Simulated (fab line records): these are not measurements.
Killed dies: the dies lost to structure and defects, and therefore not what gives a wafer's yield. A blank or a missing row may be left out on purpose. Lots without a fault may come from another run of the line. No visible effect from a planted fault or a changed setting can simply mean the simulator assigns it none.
Chamber matching	flow n5 finfet	uv cure-02 running N5_BEOL_M11_CURE_72: 3 sister chambers
The step cures SiCOH lowk, time 120 s. 6 wafers are shown with their chamber, then 8 later ones without.

## WAFERS, EACH WITH ITS CHAMBER
wafer	chamber	wafer_temp_C_max	lamp power pct (%)
L084.3	0	372.0	52.34
L084.6	0	371.5	52.30
L090.5	1	371.1	52.38
L091.3	2	373.2	52.40
L091.5	2	372.2	52.34
L096.1	1	372.1	52.40

## WAFERS WITHOUT THEIR CHAMBER
wafer	wafer_temp_C_max	lamp power pct (%)
L096.5	371.7	52.23
L096.6	371.4	52.25
L097.1	371.5	52.24
L097.3	371.7	52.36
L097.4	371.2	52.33
L097.2	371.2	52.30
L097.5	371.4	52.33
L097.6	371.5	52.35

## EACH ONE'S CHAMBER
wafer	from the rows above	in truth
L096.5	can't be placed: 0 or 2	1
L096.6	0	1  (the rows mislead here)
L097.1	0	0
L097.3	can't be placed: 1 or 0 or 2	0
L097.4	can't be placed: 0 or 1 or 2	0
L097.2	can't be placed: 0 or 1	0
L097.5	can't be placed: 0 or 1 or 2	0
L097.6	can't be placed: 0 or 1 or 2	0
Placed correctly: 1 of 8. These rows do not allow placing 6 (true chamber among the candidates in 5). Placed wrongly: 1.
How it was worked out, from the rows above alone: a wafer's distance from a chamber is the root of the sum, over the readings, of the square of ((its reading less the chamber's mean) divided by the reading's scatter). If the next closest chamber is less than 2 further off than the closest, the wafer can't be placed; otherwise it belongs to the closest. Each chamber's mean is taken over the wafers shown for it. The scatter: the root of (the sum of the squares of (reading less its chamber's mean) over the shown wafers, divided by (wafers less chambers)).
